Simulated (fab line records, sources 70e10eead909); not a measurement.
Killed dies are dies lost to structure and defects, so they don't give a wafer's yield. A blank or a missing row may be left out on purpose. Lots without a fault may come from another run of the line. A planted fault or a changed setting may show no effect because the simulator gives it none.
Which tool did it? | flow nand_harc | 14 lots, 42 wafers sampled, at 4 steps of a route of 1302

WHAT THE GAUGES READ, wafer by wafer
NHARC_END_SORT_01.
lot  | measured     | on        | killed_at_array | killed_at_other | killed_at_periphery | killed_dies | killed_open | killed_short
L314 | day 27 18:48 | prober-02 | 164 103 125     | 1 1 0           | 1 2 7               | 166 106 132 | 2 3 2       | 4 2 2
L316 | day 28 19:53 | prober-01 | 48 144 54       | 1 0 0           | 4 2 3               | 53 146 57   | 5 0 3       | 2 2 3

WHICH TOOL RAN EACH LOT (tool, then ch and the chambers of the sampled wafers, then the start)
lot  | NHARC_A_CONTACT_ETCH_135             | NHARC_THIN_TSV_STRIP_45              | NHARC_THIN_TSV_PVD_19
L306 | har_cap_etch-03 ch 0,1, day 22 09:25 | plasma_asher-01 ch 0,1, day 23 19:20 | pvd_sputter-03, no start
L307 | har_cap_etch-01 ch 0,1, day 22 10:14 | plasma_asher-02 ch 0,1, day 23 22:09 | pvd_sputter-01, no start
L309 | har_cap_etch-02 ch 0,1, day 22 23:13 | plasma_asher-02 ch 0,1, day 24 08:49 | pvd_sputter-01, no start
L308 | har_cap_etch-03 ch 0,1, day 23 00:49 | plasma_asher-01 ch 0,1, day 24 10:39 | pvd_sputter-01, no start
L310 | har_cap_etch-03 ch 0,1, day 23 13:49 | plasma_asher-02 ch 0,1, day 24 23:40 | pvd_sputter-01, no start
L314 | har_cap_etch-03 ch 0,1, day 25 17:41 | plasma_asher-02 ch 0,1, day 27 06:19 | pvd_sputter-01, day 27 18:48 or earlier
L316 | har_cap_etch-03 ch 0,1, day 26 17:23 | plasma_asher-02 ch 0,1, day 28 03:32 | pvd_sputter-03, day 28 19:53 or earlier
L317 | har_cap_etch-01 ch 0,1, day 27 09:52 | plasma_asher-02 ch 0,1, day 29 01:17 | pvd_sputter-02, no start
L323 | har_cap_etch-02 ch 0,1, day 29 00:46 | plasma_asher-01 ch 0,1, day 30 10:13 | pvd_sputter-02, no start
L322 | har_cap_etch-01 ch 0,1, day 29 05:16 | plasma_asher-02 ch 0,1, day 30 15:49 | pvd_sputter-02, no start
L324 | har_cap_etch-03 ch 0,1, day 29 13:22 | plasma_asher-02 ch 1, day 31 04:43   | pvd_sputter-02, no start
L327 | har_cap_etch-02 ch 0,1, day 30 17:28 | plasma_asher-02 ch 0,1, day 32 03:47 | pvd_sputter-02, no start
L329 | har_cap_etch-01 ch 0,1, day 31 01:56 | plasma_asher-02 ch 0,1, day 32 13:59 | pvd_sputter-03, no start
L328 | har_cap_etch-03 ch 0,1, day 31 09:58 | plasma_asher-02 ch 0,1, day 32 21:08 | pvd_sputter-03, no start
- NHARC_A_CONTACT_ETCH_135: etches the open film in C4F8/O2/Ar, time 311 s, target depth 1912 nm.
- NHARC_THIN_TSV_STRIP_45: strips in O2.
- NHARC_THIN_TSV_PVD_19: deposits TaN, target thk 20 nm.

WHAT THE TOOLS THEMSELVES READ (means of the sampled wafers that have a number; where no wafer has one, the mark that the record gives instead)
NHARC_THIN_TSV_STRIP_45.
lot  | tool            | drypump_motor_current_A (A) | heater_power_w (W)
L306 | plasma_asher-01 | 5.1                         | 339
L307 | plasma_asher-02 | 5.5                         | 366
L309 | plasma_asher-02 | 5.3                         | 335
L308 | plasma_asher-01 | 5.2                         | 332
L310 | plasma_asher-02 | 5.5                         | 367
L314 | plasma_asher-02 | 5.3                         | 339
L316 | plasma_asher-02 | 5.5                         | 363
L317 | plasma_asher-02 | 5.5                         | 368
L323 | plasma_asher-01 | 5.5                         | 343
L322 | plasma_asher-02 | 5.5                         | 381
L324 | plasma_asher-02 | 5.8                         | 408
L327 | plasma_asher-02 | 5.6                         | 371
L329 | plasma_asher-02 | 5.5                         | 374
L328 | plasma_asher-02 | 5.3                         | 335

NHARC_THIN_TSV_PVD_19.
lot  | tool           | throttle_valve_pct (%)
L306 | pvd_sputter-03 | 29.9
L307 | pvd_sputter-01 | 30.6
L309 | pvd_sputter-01 | 30.5
L308 | pvd_sputter-01 | 30.8
L310 | pvd_sputter-01 | 30.1
L314 | pvd_sputter-01 | 29.8
L316 | pvd_sputter-03 | 30.4
L317 | pvd_sputter-02 | 30.8
L323 | pvd_sputter-02 | 30.6
L322 | pvd_sputter-02 | 30.8
L324 | pvd_sputter-02 | 30.6
L327 | pvd_sputter-02 | 30.7
L329 | pvd_sputter-03 | 30.1
L328 | pvd_sputter-03 | 30.3

THE ANSWER, worked out from the rows above alone
Rule: what is usual is taken from the lots themselves. Put in order of their means at a reading, lots are off if they are a third of the lots or fewer, leave a main group of 4 or more, and stand apart from it by a gap of 3 or more times the standard deviation of the main group's means; of several such gaps the widest counts. A main group whose means are all the same, to the digits that the tables above print for the reading, isn't used. A lot without any number at a reading at which 4 lots or more have one is off too. The other lots that the step has rows for count as sound. The gauges are gone through in route order, then the tools' own readings, and for those a lot's mean is taken as printed above. The first step at which some lot is off is used, and at that step the reading that is off furthest; a lot without a number counts as furthest.
No lot is off at any reading shown: from this, nothing can be told.

WHAT THE SIMULATOR HAD PUT IN
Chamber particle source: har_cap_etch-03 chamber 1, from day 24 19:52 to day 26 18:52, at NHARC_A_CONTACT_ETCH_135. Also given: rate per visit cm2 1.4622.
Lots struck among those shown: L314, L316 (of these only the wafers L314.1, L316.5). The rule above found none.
